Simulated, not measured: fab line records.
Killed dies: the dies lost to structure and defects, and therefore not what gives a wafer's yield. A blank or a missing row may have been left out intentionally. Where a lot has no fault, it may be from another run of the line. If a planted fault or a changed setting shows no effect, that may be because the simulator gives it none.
Struck lot and sound lot, side by side | flow n5 finfet | 18 out of 1938 route steps
Sound: the wafers L876.3, L876.4, L876.5. Wafers L886.1, L886.2, L886.5 were the ones struck. The cause is given at the end.
Order at every step that has rows: each side's tool, ch and its chambers, its first start. Under that, the readings that differ: sound wafers | struck wafers | difference of the means | sigmas: that difference in standard deviations of wafers without a fault.
alike: same words and numbers on both sides, and readings whose means sit less than 2 such deviations apart. not compared: any withheld reading, any reading some wafer has no value for, any bound like >300 that may hide the same value, and any number with overlapping values for which the record gives no deviation.
The two part at a step that has a row with sigmas, a row that says differs or no value, or rows on one side only. Numbers that don't overlap but have no deviation are shown without sigmas and don't part them. A reading missing from all wafers of one side parts the sides only when that side holds two or more wafers.

first, 1 step without rows for these wafers: N5_STI_FIN_REVEAL_SRD_21 (time 30 s).
N5_STI_FIN_REVEAL_OXIDATION_33: chemistry O2 PLASMA REMOTE, time 20 s.
  sound on plasma asher-02 ch 0,1, day 3 19:30; struck on plasma asher-02 ch 0,1, day 6 07:59
  alike: drypump motor current A, heater power w
  not compared: rf hours counter h
then, 2 steps without rows for these wafers: N5_STI_FIN_REVEAL_CLEAN_19 (cleans in O3/DIW, time 120 s); N5_STI_FIN_REVEAL_SRD_23 (time 30 s).
N5_STI_FIN_REVEAL_CD_MEAS_22: target cd 6.238 nm, pitch 28 nm.
  sound on cd sem-03, day 3 19:39; struck on cd sem-02, day 6 08:09
  alike: cd nm
N5_STI_FIN_REVEAL_FIN_H_MEAS_10:
  sound on ocd-02, day 3 19:41; struck on ocd-02, day 6 08:11
  alike: trench depth nm
then, 2 steps without rows for these wafers: N5_STI_FIN_REVEAL_PRECLEAN_18 (cleans in SC2, time 45 s); N5_STI_FIN_REVEAL_SRD_28 (time 30 s).
N5_STI_FIN_REVEAL_INSPECT_13: inspects for defects (darkfield).
  sound on defect inspect-02, day 3 19:46; struck on defect inspect-02, day 6 08:16
  alike: raw defect count
then, 2 steps without rows for these wafers: N5_DUMMY_GATE_PRECLEAN_00 (cleans in O3/DIW, time 60 s); N5_DUMMY_GATE_SRD_01 (time 30 s).
N5_DUMMY_GATE_ALD_02: deposits SiO2, target thk 2 nm, pulse time 1 s.
  sound on ald sin-02 ch 0,2, day 3 19:53; struck on ald sin-02 ch 0,2,3, day 6 08:22
  alike: heater power w, precursor pulse height rel
N5_DUMMY_GATE_CVD_03: deposits a-Si from SiH4, target thk 150 nm, time 8042 s.
  sound on lpcvd-01 ch 1/100,1/104,1/109, day 3 20:00; struck on lpcvd-01 ch 1/65,1/70,1/84, day 6 08:28
  reading                                     | sound                | struck               | difference | sigmas
  spike tc bottom C (C)                       | 557 557 557          | 579 579 579          | +22        | +5
  spike tc centre C (C)                       | 531.2 531.2 531.2    | 552.9 552.9 552.9    | +21.7      | +30
  spike tc lower C (C)                        | 530.3 530.3 530.3    | 552.4 552.4 552.4    | +22.1      | +28
  spike tc top C (C)                          | 553.8 553.8 553.8    | 574.5 574.5 574.5    | +20.7      | +8
  spike tc upper C (C)                        | 530.7 530.7 530.7    | 553.1 553.1 553.1    | +22.4      | +34
  susceptor temp C (C)                        | 529.91 529.91 529.91 | 552.26 552.26 552.26 | +22.35     | +99 or more
  model.a-Si_of_DUMMY_GATE_CVD_03.thk nm (nm) | 150.4 151.4 150.8    | 275.6 275.4 275.4    | +124.6     |
then, 2 steps without rows for these wafers: N5_DUMMY_GATE_PRECLEAN_46 (cleans in DIW, time 89.5 s); N5_DUMMY_GATE_SRD_47 (dry time 32 s).
N5_DUMMY_GATE_CMP_04: polishes a-Si.
  sound on cmp-03 ch 0,1,2, day 3 23:46; struck on cmp-04 ch 0,1,3, day 6 12:17
  reading                | sound    | struck   | difference | sigmas
  time to endpoint s (s) | 16 11 11 | 40 36 35 | +24        | +8
  alike: motor current A
  not compared: pad life wafers
N5_DUMMY_GATE_THK_MEAS_05:
  sound on film metro-01, day 3 23:58; struck on film metro-01, day 6 12:29
  alike: thk nm
-- a jump in the record: the struck wafers' starts before and after are 5 days apart (it breaks off in module DUMMY_GATE and resumes in module BEOL_M4, where the first step shown is number 1111 of the route) --
N5_BEOL_M4_RC_MEAS_101:
  sound on prober-01 ch 0, day 9 04:16; struck on prober-01 ch 0, day 11 11:28
  alike: DIBL_N, DIBL_P, IOFF_N, IOFF_P, ION_N, ION_P, SS_N, SS_P, VT_N, VT_P

## WHERE THEY PART
At N5_DUMMY_GATE_CVD_03 first; at N5_DUMMY_GATE_CMP_04 last (within this record only). Later steps at which nothing parts them and some readings are alike: N5_DUMMY_GATE_THK_MEAS_05, N5_BEOL_M4_RC_MEAS_101.

WHY: what the simulator had put in
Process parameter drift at N5_DUMMY_GATE_CVD_03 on lpcvd-01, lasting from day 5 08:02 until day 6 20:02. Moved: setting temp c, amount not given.
